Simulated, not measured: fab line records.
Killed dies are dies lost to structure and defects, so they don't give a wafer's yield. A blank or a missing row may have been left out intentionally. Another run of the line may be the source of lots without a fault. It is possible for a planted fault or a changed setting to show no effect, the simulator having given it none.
The tool behind it: which one? | flow n5Finfet | Sampling: 24 lots, 72 wafers, 2 of 1938 route steps

## WHAT EACH GAUGE READ, for each wafer
N5_BEOL_M12_OVL_MEAS_11. Usual: V11_OVL 4 nm, standard deviation 6.
lot  | measured     | on         | V11_OVL (nm) | flag
L074 | day 12 05:46 | overlay-02 | -6 0 -12     | 
L075 | day 13 14:14 | overlay-01 | 3 9 6        | 
L076 | day 13 22:17 | overlay-01 | -5 11 12     | 
L077 | day 14 03:34 | overlay-02 | 1 8 6        | 
L078 | day 14 12:52 | overlay-02 | 13 13 8      | 
L080 | day 14 20:16 | overlay-01 | 1 14 3       | 
L081 | day 14 23:30 | overlay-01 | 10 21 1      | 
L083 | day 15 01:53 | overlay-01 | 13 6 17      | 
L082 | day 15 09:06 | overlay-01 | 1 -6 1       | 
L084 | day 15 09:52 | overlay-01 | 5 -3 2       | 
L086 | day 15 21:31 | overlay-02 | 0 1 2        | 
L092 | day 15 22:34 | overlay-01 | 7 10 2       | 
L085 | day 16 01:22 | overlay-01 | 2 -5 0       | 
L088 | day 16 15:42 | overlay-02 | 6 5 -2       | 
L087 | day 16 22:19 | overlay-01 | -6 1 -5      | 
L089 | day 16 22:29 | overlay-01 | 4 0 8        | 
L090 | day 17 03:41 | overlay-02 | 5 4 9        | 
L091 | day 17 03:55 | overlay-01 | 2 1 3        | 
L093 | day 17 08:50 | overlay-01 | 9 9 -2       | 
L097 | day 18 14:02 | overlay-01 | 8 6 13       | 
L096 | day 18 14:47 | overlay-01 | 10 11 0      | 
L079 | day 18 14:57 | overlay-01 | 9 10 9       | 
L094 | day 19 07:43 | overlay-01 | 1 -1 6       | 
L095 | day 19 12:49 | overlay-01 | 5 13 8       | 

N5_BEOL_M12_CD_MEAS_28: target cd 160.2 nm. Usual: cdNm reads 159.6 nm (standard deviation 1.2).
lot  | measured     | on       | cdNm (nm)         | flag
L074 | day 12 06:39 | cdSem-03 | 159.8 161.2 161.5 | 
L075 | day 13 15:17 | cdSem-02 | 158.5 158.6 159.0 | 
L076 | day 13 23:18 | cdSem-02 | 160.3 160.1 161.1 | 
L077 | day 14 04:26 | cdSem-01 | 160.8 160.1 160.1 | 
L078 | day 14 13:46 | cdSem-01 | 160.4 161.4 160.0 | 
L080 | day 14 21:08 | cdSem-03 | 158.0 158.1 159.9 | 
L081 | day 15 00:23 | cdSem-02 | 158.5 158.8 161.3 | 
L083 | day 15 02:46 | cdSem-02 | 159.2 160.2 160.2 | 
L082 | day 15 10:07 | cdSem-01 | 159.4 158.0 159.0 | 
L084 | day 15 10:44 | cdSem-02 | 158.4 159.0 159.0 | 
L086 | day 15 22:34 | cdSem-03 | 159.0 160.6 159.0 | 
L092 | day 15 23:34 | cdSem-02 | 160.0 160.3 160.8 | 
L085 | day 16 02:15 | cdSem-02 | 158.3 159.0 158.1 | 
L088 | day 16 16:43 | cdSem-02 | 159.7 158.4 158.8 | 
L087 | day 16 23:12 | cdSem-02 | 162.5 160.1 160.3 | 
L089 | day 16 23:22 | cdSem-02 | 161.2 161.4 161.8 | 
L090 | day 17 04:34 | cdSem-02 | 159.8 159.0 157.8 | 
L091 | day 17 05:03 | cdSem-01 | 158.9 158.7 160.3 | 
L093 | day 17 09:50 | cdSem-03 | 160.9 159.9 161.2 | 
L097 | day 18 14:57 | cdSem-01 | 160.3 160.9 159.1 | 
L096 | day 18 15:40 | cdSem-03 | 157.9 159.6 158.3 | 
L079 | day 18 16:04 | cdSem-01 | 158.1 158.1 156.3 | 
L094 | day 19 08:42 | cdSem-03 | 159.1 159.3 157.8 | 
L095 | day 19 13:49 | cdSem-03 | 158.8 160.8 159.2 | 

## WHAT TOOL EACH LOT RAN ON (gives the tool, then ch and the chambers of the sampled wafers, and finally the start)
Before these readings, the record contains no process step.

## WHAT THE TOOLS THEMSELVES READ (means of the sampled wafers that have a number; where no wafer has one, the mark that the record gives instead)
The record holds no such reading with a usual standard deviation.

## THE ANSWER, worked out from the rows above alone
Rule: lot off if the mean of its wafers having a number is beyond 3 standard deviations from the usual mean. A lot without any number at a reading at which 4 lots or more have one is off too. All remaining lots with rows at the step are treated as sound. After the gauges, taken in route order, come the tools' own readings; for these a lot's mean is taken, as printed above. The first step at which some lot is off is used, and at that step the reading that is off furthest; a lot without a number counts as furthest.
Nothing can be told from this: no lot is off at any reading shown.

## WHAT HAD BEEN PUT IN BY THE SIMULATOR
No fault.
